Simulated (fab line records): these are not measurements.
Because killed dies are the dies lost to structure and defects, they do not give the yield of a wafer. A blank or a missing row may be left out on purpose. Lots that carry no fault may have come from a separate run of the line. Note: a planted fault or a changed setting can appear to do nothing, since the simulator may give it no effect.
fab line records ; flow n5-finfet ; part 1 of 2: steps 1 to 5 of 6
[record] lots = 24; wafers = 72; last-day = 20
route steps=1938 shown BEOL_M0_SAQP@656
lots untouched by any fault: they come from a run of this same line in which no faults occurred
start-h: hours from the record's first day to the start of the lot's first wafer shown ; wait-h: hours from the lot's prior step to this one ; " repeats the value in the row above ; L1.1+2: several wafers, shown together as one row ; - no value, or no start was given ; * or withheld: withheld ; < > ~ a bound
route shown NAME@n: NAME is a module with steps in the file, n the number in the route of the first one ; usual: mean/standard deviation taken from wafers without a fault ; same: alike in all rows ; chamber/n: place in a boat ; sites: readings site by site ; _std_site: the values' standard deviation ; _edge_site: the outer-site mean with the inner-site mean subtracted ; radius-mm: for every site, how far away it sits from the centre of the wafer ; mask NAME#n: copy n ; behind: the tool/chamber that last shaped the wafer ; hold: the reason the lot was held/the length of the hold in hours/how it ended ; device: the transistor (n, p or np) that didn't switch ; end of line: tests of these same wafers at the route's end ; where a step has no rows: the recipe by itself ; killed: at the first sort, the dies lost to defects and structure; wafer yield is something else ; map: shows each die of a wafer: x if killed, . if not, _ if none is there
set.NAME: setting as actually run; set.NAME@STEP: the setting as run at that earlier step ; model.NAME: the simulator's own value behind a step, which no gauge read
a sample of lots followed through the steps of the route, with each step as a table and each wafer as a row
services: a tool's chamber out of use, with start hour (start-h, from the record's first day; less than 0 if before it), hours out, and reason
[[steps]]
[step N5_BEOL_M0_SAQP_HM_OPEN_112]
[recipe] chemistry = CHF3/O2; target = SiO2; stop-on = a-Si; target-depth-a = 120; over-etch-frac = 1.25; mask-material = SOC; time-s = 13.5; pressure-mtorr = 30; source-w = 650; bias-w = 170; Ar_flow_sccm = 200; CHF3_flow_sccm = 50; O2_flow_sccm = 5; ion-energy-ev = 200; ends = end-point
[usual] drypump-motor-current-A = 5.6/0.36; mfc-ar-sccm = 200.0/0.65; oes-product-au = 0.50/0.054; rf-vpp-V = 524/6.5; showerhead-plenum-p-Torr = 2.38/0.093; throttle-valve-pct = 18.88/0.27
lot.wafer;tool;chamber;start-h;wait-h;drypump-motor-current-A;mfc-ar-sccm;oes-product-au;rf-hours-counter-h;rf-vpp-V;showerhead-plenum-p-Torr;throttle-valve-pct
L074.1;rie-diel-06;3;106.95;0.0;5.7;200.2;0.46;199;526;2.39;19.32
L074.3;rie-diel-06;0;106.95;0.0;5.9;200.2;0.49;170;525;2.31;19.01
L074.5;rie-diel-06;0;106.95;0.0;5.9;200.1;0.49;-;524;2.31;19.02
L075.1;rie-diel-02;0;117.81;0.0;5.1;200.7;0.49;162;534;2.51;18.63
L075.5;rie-diel-02;0;117.81;0.0;5.1;200.7;0.51;-;534;2.51;18.62
L075.6;rie-diel-02;1;117.81;0.0;5.9;199.5;0.46;-;524;2.47;19.05
L076.1;rie-diel-02;1;121.25;0.0;5.8;199.3;0.44;248;523;2.47;19.04
L076.3;rie-diel-02;0;121.25;0.0;5.1;199.4;0.50;162;533;2.51;18.64
L076.4;rie-diel-02;2;121.25;0.0;6.1;199.8;0.51;130;534;2.52;18.49
L077.2;rie-diel-05;0;124.35;0.0;5.9;199.9;0.44;235;532;2.39;19.24
L077.5;rie-diel-05;0;124.35;0.0;5.9;199.0;0.45;-;533;2.39;19.23
L077.6;rie-diel-05;3;124.35;0.0;5.7;199.2;0.46;-;526;2.48;19.25
L078.2;rie-diel-02;2;133.16;0.0;6.1;199.9;0.50;131;535;2.52;18.49
L078.3;rie-diel-02;3;133.16;0.0;5.1;200.1;0.53;95;515;2.24;18.76
L078.6;rie-diel-02;0;133.16;0.0;5.1;200.7;0.50;-;533;2.51;18.62
L079.1;rie-diel-02;3;139.97;0.0;5.1;200.1;0.52;97;517;2.24;18.79
L079.5;rie-diel-02;3;139.97;0.0;5.2;199.6;0.53;-;516;2.24;18.77
L079.6;rie-diel-02;2;139.97;0.0;6.1;199.5;0.51;-;535;2.52;18.50
L081.4;rie-diel-06;0;159.73;0.0;5.9;199.1;0.48;183;523;2.31;19.04
L081.5;rie-diel-06;1;159.73;0.0;5.6;199.8;0.62;-;517;2.37;18.85
L081.6;rie-diel-06;2;159.73;0.0;6.1;200.1;0.46;-;522;2.29;18.79
L080.1;rie-diel-02;3;164.20;0.0;5.2;200.1;0.52;103;516;2.24;18.78
L080.4;rie-diel-02;2;164.20;0.0;6.1;199.0;0.50;140;533;2.51;18.50
L080.6;rie-diel-02;2;164.20;0.0;6.1;199.6;0.50;-;536;2.51;18.52
L082.2;rie-diel-06;0;168.29;0.0;5.9;200.9;0.48;184;525;2.31;19.04
L082.3;rie-diel-06;1;168.29;0.0;5.6;200.3;0.61;8;518;2.37;18.83
L082.6;rie-diel-06;3;168.29;0.0;5.7;199.9;0.46;-;527;2.39;19.34
L083.1;rie-diel-05;2;169.49;0.0;5.2;199.8;0.50;140;520;2.32;19.29
L083.4;rie-diel-05;0;169.49;0.0;5.9;200.8;0.45;246;533;2.39;19.25
L083.5;rie-diel-05;3;169.49;0.0;5.7;199.7;0.47;-;525;2.47;19.26
L084.1;rie-diel-05;2;173.25;0.0;5.2;201.0;0.50;141;519;2.32;19.30
L084.3;rie-diel-05;3;173.25;0.0;5.7;201.5;0.46;238;525;2.47;19.28
L084.5;rie-diel-05;1;173.25;0.0;5.4;200.7;0.49;-;518;2.40;18.69
L085.4;rie-diel-02;3;177.85;0.0;5.2;200.2;0.52;108;515;2.24;18.81
L085.5;rie-diel-02;1;177.85;0.0;5.8;199.9;0.62;-;524;2.47;18.65
L085.6;rie-diel-02;0;177.85;0.0;5.1;198.7;0.49;-;533;2.51;18.65
L086.3;rie-diel-02;0;180.33;0.0;5.1;199.7;0.49;175;533;2.51;18.65
L086.4;rie-diel-02;3;180.33;0.0;5.1;200.1;0.52;109;516;2.24;18.79
L086.5;rie-diel-02;3;180.33;0.0;5.1;200.2;0.52;-;516;2.24;18.80
L087.2;rie-diel-06;2;186.50;0.0;6.0;200.1;0.45;222;521;2.29;18.76
L087.4;rie-diel-06;1;186.50;0.0;5.6;199.2;0.61;13;518;2.37;18.86
L087.6;rie-diel-06;3;186.50;0.0;5.7;200.6;0.46;-;528;2.39;19.35
L088.3;rie-diel-06;2;192.11;0.0;6.0;198.7;0.45;224;521;2.29;18.79
L088.5;rie-diel-06;3;192.11;0.0;5.7;199.9;0.46;-;527;2.39;19.35
L088.6;rie-diel-06;0;192.11;0.0;5.9;199.7;0.48;-;522;2.30;19.05
L089.2;rie-diel-06;1;197.14;0.0;5.6;199.6;0.61;16;514;2.36;18.86
L089.3;rie-diel-06;3;197.14;0.0;5.7;198.7;0.45;220;528;2.39;19.36
L089.5;rie-diel-06;1;197.14;0.0;5.6;200.2;0.60;-;516;2.36;18.86
L090.1;rie-diel-02;2;203.84;0.0;6.1;200.7;0.49;152;534;2.51;18.52
L090.4;rie-diel-02;0;203.84;0.0;5.1;199.5;0.49;181;533;2.50;18.66
L090.6;rie-diel-02;0;203.84;0.0;5.1;199.6;0.49;-;533;2.50;18.67
L091.1;rie-diel-05;1;215.35;0.0;5.4;200.0;0.48;162;518;2.40;18.71
L091.2;rie-diel-05;2;215.35;0.0;5.2;201.0;0.49;157;517;2.31;19.32
L091.6;rie-diel-05;0;215.35;0.0;5.9;201.1;0.64;-;532;2.38;18.84
L092.3;rie-diel-06;2;216.37;0.0;6.1;199.8;0.45;228;523;2.29;18.79
L092.5;rie-diel-06;2;216.37;0.0;6.1;199.9;0.46;-;520;2.29;18.80
L092.6;rie-diel-06;3;216.37;0.0;5.7;200.2;0.46;-;527;2.38;19.34
L093.1;rie-diel-05;2;220.03;0.0;5.2;200.1;0.50;159;518;2.31;19.33
L093.2;rie-diel-05;1;220.03;0.0;5.4;200.4;0.48;164;517;2.39;18.71
L093.4;rie-diel-05;0;220.03;0.0;5.9;199.9;0.64;-;533;2.38;18.85
L095.2;rie-diel-02;2;231.25;0.0;6.1;200.5;0.49;157;532;2.51;18.53
L095.5;rie-diel-02;3;231.25;0.0;5.1;200.1;0.51;-;516;2.23;18.82
L095.6;rie-diel-02;2;231.25;0.0;6.1;200.5;0.50;-;534;2.51;18.52
L094.2;rie-diel-06;3;234.28;0.0;5.7;199.6;0.45;230;528;2.38;19.39
L094.3;rie-diel-06;0;234.28;0.0;5.9;199.8;0.47;202;523;2.30;19.07
L094.6;rie-diel-06;2;234.28;0.0;6.1;201.0;0.45;-;523;2.29;18.79
L096.1;rie-diel-02;0;240.62;0.0;5.1;199.6;0.47;189;534;2.50;18.67
L096.2;rie-diel-02;2;240.62;0.0;6.1;199.8;0.49;160;535;2.51;18.54
L096.4;rie-diel-02;1;240.62;0.0;5.8;200.8;0.59;21;524;2.46;18.68
L097.2;rie-diel-06;1;244.63;0.0;5.6;199.2;0.58;28;516;2.36;18.88
L097.3;rie-diel-06;0;244.63;0.0;5.9;200.6;0.47;205;524;2.30;19.06
L097.5;rie-diel-06;1;244.63;0.0;5.6;199.8;0.58;-;517;2.36;18.88
[step N5_BEOL_M0_SAQP_RECESS_114]
[recipe] chemistry = HF/NH3; target = SiO2; target-depth-a = 144; afs-cycles = 3; temp-c = 30; sublimation-temp-c = 180; sublimation-time-s = 60
[usual] drypump-motor-current-A = 5.8/0.63; sublimation-temp-c = 180.03/0.16
lot.wafer;tool;chamber;start-h;wait-h;drypump-motor-current-A;sublimation-temp-c
L074.1;vapor-etch-02;0;107.26;0.0;4.8;180.30
L074.3;vapor-etch-02;0;107.26;0.0;4.8;180.10
L074.5;vapor-etch-02;0;107.26;0.0;4.8;180.35
L075.1;vapor-etch-02;1;118.12;0.0;6.1;179.93
L075.5;vapor-etch-02;1;118.12;0.0;6.0;179.92
L075.6;vapor-etch-02;0;118.12;0.0;4.8;179.96
L076.1;vapor-etch-02;0;121.58;0.0;4.8;179.92
L076.3;vapor-etch-02;1;121.58;0.0;6.1;179.81
L076.4;vapor-etch-02;0;121.58;0.0;4.8;180.24
L077.2;vapor-etch-01;1;124.72;0.0;6.3;180.20
L077.5;vapor-etch-01;0;124.72;0.0;6.1;179.98
L077.6;vapor-etch-01;1;124.72;0.0;6.4;180.04
L078.2;vapor-etch-02;0;133.48;0.0;4.8;179.94
L078.3;vapor-etch-02;1;133.48;0.0;6.0;180.17
L078.6;vapor-etch-02;1;133.48;0.0;6.0;180.03
L079.1;vapor-etch-02;0;140.28;0.0;4.8;179.91
L079.5;vapor-etch-02;1;140.28;0.0;6.0;179.95
L079.6;vapor-etch-02;0;140.28;0.0;4.8;179.95
L081.4;vapor-etch-01;0;160.16;0.1;6.1;179.99
L081.5;vapor-etch-01;1;160.16;0.1;6.3;179.94
L081.6;vapor-etch-01;0;160.16;0.1;6.1;179.98
L080.1;vapor-etch-01;0;164.51;0.0;6.1;179.85
L080.4;vapor-etch-01;0;164.51;0.0;6.1;179.90
L080.6;vapor-etch-01;1;164.51;0.0;6.3;180.14
L082.2;vapor-etch-02;1;168.60;0.0;6.1;180.27
L082.3;vapor-etch-02;0;168.60;0.0;4.8;179.91
L082.6;vapor-etch-02;0;168.60;0.0;4.8;179.94
L083.1;vapor-etch-02;0;169.80;0.0;4.8;180.31
L083.4;vapor-etch-02;0;169.80;0.0;4.8;180.23
L083.5;vapor-etch-02;1;169.80;0.0;6.1;180.17
L084.1;vapor-etch-02;0;173.67;0.1;4.8;180.30
L084.3;vapor-etch-02;1;173.67;0.1;6.0;180.29
L084.5;vapor-etch-02;0;173.67;0.1;4.8;180.21
L085.4;vapor-etch-02;0;178.29;0.1;4.8;180.19
L085.5;vapor-etch-02;1;178.29;0.1;6.1;180.18
L085.6;vapor-etch-02;0;178.29;0.1;4.8;179.87
L086.3;vapor-etch-01;0;180.76;0.1;6.1;180.30
L086.4;vapor-etch-01;1;180.76;0.1;6.3;180.03
L086.5;vapor-etch-01;1;180.76;0.1;6.3;179.92
L087.2;vapor-etch-02;0;187.07;0.1;4.8;179.80
L087.4;vapor-etch-02;0;187.07;0.1;4.8;180.23
L087.6;vapor-etch-02;1;187.07;0.1;6.0;179.83
L088.3;vapor-etch-02;1;192.54;0.1;6.1;180.25
L088.5;vapor-etch-02;1;192.54;0.1;6.1;180.23
L088.6;vapor-etch-02;0;192.54;0.1;4.8;180.02
L089.2;vapor-etch-02;0;197.45;0.0;4.8;180.11
L089.3;vapor-etch-02;0;197.45;0.0;4.8;179.92
L089.5;vapor-etch-02;0;197.45;0.0;4.8;180.19
L090.1;vapor-etch-01;1;204.22;0.0;6.3;180.02
L090.4;vapor-etch-01;0;204.22;0.0;6.1;180.05
L090.6;vapor-etch-01;1;204.22;0.0;6.3;179.99
L091.1;vapor-etch-01;0;215.84;0.0;6.1;179.87
L091.2;vapor-etch-01;1;215.84;0.0;6.3;180.08
L091.6;vapor-etch-01;0;215.84;0.0;6.1;179.75
L092.3;vapor-etch-01;1;216.80;0.1;6.3;180.07
L092.5;vapor-etch-01;0;216.80;0.1;6.1;179.88
L092.6;vapor-etch-01;1;216.80;0.1;6.3;179.85
L093.1;vapor-etch-01;1;220.64;0.3;6.3;179.78
L093.2;vapor-etch-01;0;220.64;0.3;6.1;180.13
L093.4;vapor-etch-01;0;220.64;0.3;6.1;180.18
L095.2;vapor-etch-01;1;231.57;0.0;6.3;179.92
L095.5;vapor-etch-01;1;231.57;0.0;6.3;180.02
L095.6;vapor-etch-01;0;231.57;0.0;6.1;180.03
L094.2;vapor-etch-01;0;234.59;0.0;6.1;180.25
L094.3;vapor-etch-01;1;234.59;0.0;6.3;180.09
L094.6;vapor-etch-01;0;234.59;0.0;6.1;180.04
L096.1;vapor-etch-02;1;240.93;0.0;6.0;180.03
L096.2;vapor-etch-02;0;240.93;0.0;4.8;179.84
L096.4;vapor-etch-02;1;240.93;0.0;6.0;179.74
L097.2;vapor-etch-02;0;244.94;0.0;4.8;180.08
L097.3;vapor-etch-02;0;244.94;0.0;4.8;180.42
L097.5;vapor-etch-02;0;244.94;0.0;4.8;180.19
[step N5_BEOL_M0_SAQP_MANDREL1_REMOVE_100]
[recipe] chemistry = HBr/Cl2/O2; bt-time-s = 10; target = a-Si; stop-on = SiNx; endpoint = OES-SiCl; over-etch-frac = 0.85; icp-w = 600; bias-w = 30; HBr_flow_sccm = 150; Cl2_flow_sccm = 80; O2_flow_sccm = 5; pressure-mtorr = 10
[usual] drypump-motor-current-A = 5.7/0.42; oes-product-au = 1.002/0.016; throttle-valve-pct = 36.81/0.26
lot.wafer;tool;chamber;start-h;wait-h;drypump-motor-current-A;oes-product-au;rf-hours-counter-h;throttle-valve-pct
L074.1;rie-si-02;1;108.21;0.1;6.1;1.017;95;36.90
L074.3;rie-si-02;3;108.21;0.1;5.8;1.018;106;36.97
L074.5;rie-si-02;1;108.21;0.1;6.1;1.015;-;36.89
L075.1;rie-si-01;3;119.07;0.1;6.0;1.002;3;36.36
L075.5;rie-si-01;2;119.07;0.1;5.6;0.982;-;36.88
L075.6;rie-si-01;3;119.07;0.1;6.0;1.006;-;36.35
L076.1;rie-si-03;0;122.81;0.1;4.7;1.032;71;36.78
L076.3;rie-si-03;3;122.81;0.1;6.2;1.002;54;36.33
L076.4;rie-si-03;2;122.81;0.1;5.9;1.020;59;36.72
L077.2;rie-si-01;0;125.67;0.1;5.7;0.981;159;37.07
L077.5;rie-si-01;1;125.67;0.1;5.8;0.994;-;36.79
L077.6;rie-si-01;0;125.67;0.1;5.7;0.987;-;37.09
L078.2;rie-si-01;0;134.82;0.1;5.7;0.972;159;37.08
L078.3;rie-si-01;3;134.82;0.1;6.0;1.005;3;36.33
L078.6;rie-si-01;0;134.82;0.1;5.7;0.982;-;37.08
L079.1;rie-si-03;3;141.32;0.1;6.2;0.997;54;36.34
L079.5;rie-si-03;2;141.32;0.1;5.9;1.014;-;36.71
L079.6;rie-si-03;3;141.32;0.1;6.2;0.983;-;36.32
L081.4;rie-si-03;0;161.93;0.1;4.8;1.031;71;36.77
L081.5;rie-si-03;2;161.93;0.1;5.9;1.018;-;36.75
L081.6;rie-si-03;1;161.93;0.1;5.5;1.001;-;37.23
L080.1;rie-si-02;3;165.81;0.1;5.8;1.002;107;36.98
L080.4;rie-si-02;2;165.81;0.1;5.2;0.992;75;36.61
L080.6;rie-si-02;2;165.81;0.1;5.2;0.986;-;36.64
L082.2;rie-si-02;0;169.65;0.1;5.2;0.992;135;37.00
L082.3;rie-si-02;2;169.65;0.1;5.2;0.980;75;36.64
L082.6;rie-si-02;1;169.65;0.1;6.1;1.018;-;36.89
L083.1;rie-si-02;2;170.75;0.1;5.2;1.000;75;36.63
L083.4;rie-si-02;3;170.75;0.1;5.9;1.012;107;36.99
L083.5;rie-si-02;1;170.75;0.1;6.2;1.023;-;36.91
L084.1;rie-si-02;0;174.85;0.1;5.1;0.996;135;37.00
L084.3;rie-si-02;2;174.85;0.1;5.2;0.997;75;36.65
L084.5;rie-si-02;0;174.85;0.1;5.1;0.998;-;37.01
L085.4;rie-si-03;3;180.86;0.0;6.3;1.006;55;36.34
L085.5;rie-si-03;2;180.86;0.0;5.9;1.019;-;36.70
L085.6;rie-si-03;3;180.86;0.0;6.3;0.999;-;36.34
L086.3;rie-si-01;1;181.65;0.1;5.8;0.983;2;36.80
L086.4;rie-si-01;3;181.65;0.1;6.0;1.008;4;36.36
L086.5;rie-si-01;0;181.65;0.1;5.7;0.981;-;37.09
L087.2;rie-si-03;3;188.82;0.1;6.2;1.004;55;36.33
L087.4;rie-si-03;0;188.82;0.1;4.7;1.018;72;36.78
L087.6;rie-si-03;1;188.82;0.1;5.5;1.004;-;37.22
L088.3;rie-si-03;2;193.72;0.1;5.9;1.027;60;36.72
L088.5;rie-si-03;1;193.72;0.1;5.5;1.004;-;37.21
L088.6;rie-si-03;2;193.72;0.1;5.8;1.014;-;36.71
L089.2;rie-si-03;3;198.40;0.1;6.3;1.007;56;36.32
L089.3;rie-si-03;0;198.40;0.1;4.8;1.041;72;36.79
L089.5;rie-si-03;3;198.40;0.1;6.3;1.003;-;36.34
L090.1;rie-si-03;2;205.61;0.1;5.9;1.016;60;36.72
L090.4;rie-si-03;0;205.61;0.1;4.8;1.031;72;36.78
L090.6;rie-si-03;3;205.61;0.1;6.2;0.990;-;36.34
L091.1;rie-si-02;0;216.79;0.1;5.1;0.983;135;37.00
L091.2;rie-si-02;1;216.79;0.1;6.1;1.011;97;36.90
L091.6;rie-si-02;1;216.79;0.1;6.1;1.008;-;36.90
L092.3;rie-si-01;3;217.63;0.1;6.0;0.999;4;36.35
L092.5;rie-si-01;2;217.63;0.1;5.6;0.988;-;36.90
L092.6;rie-si-01;1;217.63;0.1;5.8;0.975;-;36.83
L093.1;rie-si-01;3;221.59;0.1;6.0;1.017;5;36.35
L093.2;rie-si-01;2;221.59;0.1;5.6;0.988;110;36.86
L093.4;rie-si-01;0;221.59;0.1;5.7;0.985;160;37.09
L095.2;rie-si-03;0;232.51;0.1;4.7;1.034;73;36.77
L095.5;rie-si-03;2;232.51;0.1;5.8;1.025;-;36.73
L095.6;rie-si-03;1;232.51;0.1;5.5;1.010;-;37.23
L094.2;rie-si-02;2;235.53;0.1;5.2;0.984;77;36.63
L094.3;rie-si-02;0;235.53;0.1;5.1;0.993;136;37.02
L094.6;rie-si-02;0;235.53;0.1;5.2;0.995;-;36.99
L096.1;rie-si-01;1;241.87;0.1;5.9;0.984;3;36.79
L096.2;rie-si-01;2;241.87;0.1;5.6;0.979;111;36.89
L096.4;rie-si-01;3;241.87;0.1;6.0;0.999;5;36.35
L097.2;rie-si-03;1;245.89;0.1;5.5;0.998;47;37.23
L097.3;rie-si-03;3;245.89;0.1;6.3;0.992;57;36.34
L097.5;rie-si-03;2;245.89;0.1;5.9;1.011;-;36.73
[step N5_BEOL_M0_SAQP_CD_MEAS_40]
[recipe] target-cd-nm = 30; landing-energy-ev = 500; detector = se-inlens
[usual] cd-nm = 29.96/0.23
lot.wafer;tool;chamber;start-h;wait-h;cd-nm
L074.1;cd-sem-01;0;110.78;-;29.95
L074.3;cd-sem-01;0;110.78;-;30.23
L074.5;cd-sem-01;0;110.78;-;30.38
L075.1;cd-sem-02;0;121.24;-;29.86
L075.5;cd-sem-02;0;121.24;-;29.95
L075.6;cd-sem-02;0;121.24;-;29.85
L076.1;cd-sem-02;0;124.98;-;30.11
L076.3;cd-sem-02;0;124.98;-;29.93
L076.4;cd-sem-02;0;124.98;-;29.33
L077.2;cd-sem-03;0;127.88;-;29.97
L077.5;cd-sem-03;0;127.88;-;29.97
L077.6;cd-sem-03;0;127.88;-;29.93
L078.2;cd-sem-01;0;137.12;-;29.66
L078.3;cd-sem-01;0;137.12;-;29.65
L078.6;cd-sem-01;0;137.12;-;29.64
L079.1;cd-sem-01;0;143.62;-;30.38
L079.5;cd-sem-01;0;143.62;-;30.21
L079.6;cd-sem-01;0;143.62;-;30.11
L081.4;cd-sem-01;0;164.24;-;29.78
L081.5;cd-sem-01;0;164.24;-;29.94
L081.6;cd-sem-01;0;164.24;-;30.34
L080.1;cd-sem-01;0;167.99;-;30.18
L080.4;cd-sem-01;0;167.99;-;30.18
L080.6;cd-sem-01;0;167.99;-;29.89
L082.2;cd-sem-03;0;172.08;-;29.66
L082.3;cd-sem-03;0;172.08;-;29.76
L082.6;cd-sem-03;0;172.08;-;29.90
L083.1;cd-sem-02;0;173.09;-;30.07
L083.4;cd-sem-02;0;173.09;-;29.92
L083.5;cd-sem-02;0;173.09;-;30.22
L084.1;cd-sem-02;0;177.53;-;30.40
L084.3;cd-sem-02;0;177.53;-;29.94
L084.5;cd-sem-02;0;177.53;-;29.80
L085.4;cd-sem-02;0;183.45;-;30.00
L085.5;cd-sem-02;0;183.45;-;30.01
L085.6;cd-sem-02;0;183.45;-;29.78
L086.3;cd-sem-02;0;184.71;-;29.74
L086.4;cd-sem-02;0;184.71;-;29.74
L086.5;cd-sem-02;0;184.71;-;29.92
L087.2;cd-sem-03;0;191.88;-;30.16
L087.4;cd-sem-03;0;191.88;-;29.47
L087.6;cd-sem-03;0;191.88;-;29.63
L088.3;cd-sem-02;0;196.04;-;30.01
L088.5;cd-sem-02;0;196.04;-;30.06
L088.6;cd-sem-02;0;196.04;-;30.01
L089.2;cd-sem-03;0;200.74;-;29.83
L089.3;cd-sem-03;0;200.74;-;29.87
L089.5;cd-sem-03;0;200.74;-;30.10
L090.1;cd-sem-02;0;207.91;-;30.33
L090.4;cd-sem-02;0;207.91;-;29.97
L090.6;cd-sem-02;0;207.91;-;29.93
L091.1;cd-sem-01;0;219.19;-;30.19
L091.2;cd-sem-01;0;219.19;-;30.09
L091.6;cd-sem-01;0;219.19;-;29.73
L092.3;cd-sem-03;0;220.13;-;29.79
L092.5;cd-sem-03;0;220.13;-;30.16
L092.6;cd-sem-03;0;220.13;-;30.18
L093.1;cd-sem-03;0;223.91;-;29.85
L093.2;cd-sem-03;0;223.91;-;29.55
L093.4;cd-sem-03;0;223.91;-;30.01
L095.2;cd-sem-03;0;235.47;-;30.23
L095.5;cd-sem-03;0;235.47;-;30.30
L095.6;cd-sem-03;0;235.47;-;30.23
L094.2;cd-sem-02;0;238.38;-;30.18
L094.3;cd-sem-02;0;238.38;-;29.87
L094.6;cd-sem-02;0;238.38;-;29.51
L096.1;cd-sem-01;0;244.30;-;29.84
L096.2;cd-sem-01;0;244.30;-;30.06
L096.4;cd-sem-01;0;244.30;-;30.12
L097.2;cd-sem-02;0;248.18;-;29.95
L097.3;cd-sem-02;0;248.18;-;30.47
L097.5;cd-sem-02;0;248.18;-;29.76
[step N5_BEOL_M0_SAQP_OVL_MEAS_41]
[recipe] points-per-wafer = 522
[usual] M0_CUT1_OVL = -0.3/0.6
lot.wafer;tool;chamber;start-h;wait-h;M0_CUT1_OVL[nm]
L074.1;overlay-01;0;110.81;0.0;0.4
L074.3;overlay-01;0;110.81;0.0;-0.6
L074.5;overlay-01;0;110.81;0.0;-0.4
L075.1;overlay-01;0;121.27;0.0;-1.3
L075.5;overlay-01;0;121.27;0.0;-0.7
L075.6;overlay-01;0;121.27;0.0;-0.8
L076.1;overlay-01;0;125.01;0.0;-0.2
L076.3;overlay-01;0;125.01;0.0;-0.7
L076.4;overlay-01;0;125.01;0.0;-0.3
L077.2;overlay-02;0;127.91;0.0;0.6
L077.5;overlay-02;0;127.91;0.0;0.0
L077.6;overlay-02;0;127.91;0.0;0.2
L078.2;overlay-01;0;137.16;0.0;-0.4
L078.3;overlay-01;0;137.16;0.0;-0.6
L078.6;overlay-01;0;137.16;0.0;-0.5
L079.1;overlay-01;0;143.65;0.0;-1.1
L079.5;overlay-01;0;143.65;0.0;-0.4
L079.6;overlay-01;0;143.65;0.0;0.8
L081.4;overlay-02;0;164.29;0.0;-0.2
L081.5;overlay-02;0;164.29;0.0;-0.4
L081.6;overlay-02;0;164.29;0.0;1.3
L080.1;overlay-02;0;168.02;0.0;-0.5
L080.4;overlay-02;0;168.02;0.0;-1.0
L080.6;overlay-02;0;168.02;0.0;-1.0
L082.2;overlay-01;0;172.12;0.0;-1.2
L082.3;overlay-01;0;172.12;0.0;-0.5
L082.6;overlay-01;0;172.12;0.0;-0.2
L083.1;overlay-02;0;173.13;0.0;0.1
L083.4;overlay-02;0;173.13;0.0;-0.8
L083.5;overlay-02;0;173.13;0.0;-1.0
L084.1;overlay-01;0;177.56;0.0;-0.8
L084.3;overlay-01;0;177.56;0.0;-0.5
L084.5;overlay-01;0;177.56;0.0;0.3
L085.4;overlay-01;0;183.49;0.0;-1.0
L085.5;overlay-01;0;183.49;0.0;0.3
L085.6;overlay-01;0;183.49;0.0;-0.4
L086.3;overlay-02;0;184.75;0.0;-0.2
L086.4;overlay-02;0;184.75;0.0;0.2
L086.5;overlay-02;0;184.75;0.0;-0.2
L087.2;overlay-02;0;191.92;0.0;0.1
L087.4;overlay-02;0;191.92;0.0;0.2
L087.6;overlay-02;0;191.92;0.0;0.2
L088.3;overlay-01;0;196.08;0.0;1.4
L088.5;overlay-01;0;196.08;0.0;0.2
L088.6;overlay-01;0;196.08;0.0;-0.3
L089.2;overlay-01;0;200.78;0.0;-0.8
L089.3;overlay-01;0;200.78;0.0;-1.2
L089.5;overlay-01;0;200.78;0.0;0.1
L090.1;overlay-02;0;207.94;0.0;-0.5
L090.4;overlay-02;0;207.94;0.0;0.1
L090.6;overlay-02;0;207.94;0.0;0.3
L091.1;overlay-02;0;219.22;0.0;0.1
L091.2;overlay-02;0;219.22;0.0;0.3
L091.6;overlay-02;0;219.22;0.0;0.1
L092.3;overlay-01;0;220.17;0.0;-1.0
L092.5;overlay-01;0;220.17;0.0;-0.9
L092.6;overlay-01;0;220.17;0.0;-0.3
L093.1;overlay-02;0;223.94;0.0;-0.3
L093.2;overlay-02;0;223.94;0.0;-1.1
L093.4;overlay-02;0;223.94;0.0;-1.3
L095.2;overlay-01;0;235.50;0.0;-1.0
L095.5;overlay-01;0;235.50;0.0;-0.4
L095.6;overlay-01;0;235.50;0.0;-1.0
L094.2;overlay-02;0;238.42;0.0;0.2
L094.3;overlay-02;0;238.42;0.0;-0.2
L094.6;overlay-02;0;238.42;0.0;0.0
L096.1;overlay-02;0;244.33;0.0;0.7
L096.2;overlay-02;0;244.33;0.0;-0.1
L096.4;overlay-02;0;244.33;0.0;-0.3
L097.2;overlay-02;0;248.21;0.0;-0.2
L097.3;overlay-02;0;248.21;0.0;0.5
L097.5;overlay-02;0;248.21;0.0;0.7
